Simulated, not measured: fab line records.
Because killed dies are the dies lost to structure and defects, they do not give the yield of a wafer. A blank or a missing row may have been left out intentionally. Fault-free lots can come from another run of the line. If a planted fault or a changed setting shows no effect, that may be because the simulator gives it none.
A struck lot beside a sound one | flow n5Finfet | 15 steps out of a route of 1938
Sound: wafers L314.1, L314.4, L314.5. Struck: wafer L312.3; the same lot's L312.5 was not struck, so it is left out; see the end for the cause.
Each step with rows lists, per side, the tool, then ch with its chambers, then its first start. Under that, the readings that differ: sound wafers | struck wafers | difference of the means | sigmas: that difference in standard deviations of wafers without a fault.
alike: same words and numbers on both sides, and readings whose means sit less than 2 such deviations apart. not compared: any withheld reading, any reading some wafer has no value for, any bound like >300 that may hide the same value, and any number with overlapping values for which the record gives no deviation.
The two part at a step that has a row with sigmas, a row that says differs or no value, or rows on one side only. When numbers do not overlap yet have no deviation, they are printed without sigmas and do not part them. Lack of a reading on every wafer of one side parts them only where that side has two or more wafers.

N5_BEOL_M13_TRENCH_ETCH_34: etches SiOC in C4F8/O2/Ar, target depth 413.47 nm, time 162.6 s.
  sound on rieDiel-01 ch 1,2,3, day 16 22:41; struck on rieDiel-04 ch 2, day 17 08:52
  alike: drypumpMotorCurrentA, oesProductAu, rfVppV, showerheadPlenumPTorr, throttleValvePct
  not compared: rfHoursCounterH
then, 1 step without rows for these wafers: N5_BEOL_M13_STRIP_70 (strips in C4F8/O2/Ar).
N5_BEOL_M13_OCD_MEAS_35:
  struck on ocd-01, day 17 09:02; sound on ocd-02, day 16 22:52
  alike: trenchDepthNm
N5_BEOL_M13_STRIP_37: strips in N2/H2.
  sound on plasmaAsher-01 ch 0,1, day 16 22:55; struck on plasmaAsher-01 ch 1, day 17 09:06
  alike: drypumpMotorCurrentA, heaterPowerW, oesProductAu
  not compared: rfHoursCounterH
then, 4 steps without rows for these wafers: N5_BEOL_M13_ETCH_38 (etches SiCN in CF4/N2, target depth 67.5 nm, time 71.9 s); N5_BEOL_M13_PRECLEAN_39 (cleans in residue remover, time 60 s); N5_BEOL_M13_SRD_40 (time 30 s, dry time 30 s); N5_BEOL_M13_DEGAS_41 (time 60 s).
N5_BEOL_M13_PRE_CLEAN_42: time 30 s.
  struck on pvdSputter-03, day 17 15:16; sound on pvdSputter-01, day 17 00:19
  alike: heaterPowerW
then, 1 step without rows for these wafers: N5_BEOL_M13_SPUTTER_43 (material TaN, target thk 15 nm, time 24.19 s).
N5_BEOL_M13_SPUTTER_44: material Ta, target thk 10 nm, time 16.13 s.
  struck on pvdSputter-03, day 17 15:23; sound on pvdSputter-01, day 17 00:26
  alike: substrateTempC, throttleValvePct
then, 1 step without rows for these wafers: N5_BEOL_M13_SPUTTER_45 (material Cu, target thk 80 nm, time 13.33 s).
N5_BEOL_M13_ECD_47: material Cu, target thk 936 nm.
  sound on ecdCu-02 ch 0,1, day 17 00:38; struck on ecdCu-01 ch 0, day 17 15:38
reading                                | sound           | struck | difference | sigmas
model.Cu_of_BEOL_M13_ECD_47.thkNm (nm) | 924 920.4 926.2 | 1666   | +742       | 
N5_BEOL_M13_ANNEAL_48: time 90 s.
  sound on rtpAnneal-02 ch 0, day 17 00:48; struck on rtpAnneal-01 ch 0, day 17 15:50
  alike: wafer_temp_C_max
then, 1 step without rows for these wafers: N5_PASSIVATION_PROBE_49.

WHERE THEY PART
Nowhere in this record.

WHY: the cause the simulator had injected
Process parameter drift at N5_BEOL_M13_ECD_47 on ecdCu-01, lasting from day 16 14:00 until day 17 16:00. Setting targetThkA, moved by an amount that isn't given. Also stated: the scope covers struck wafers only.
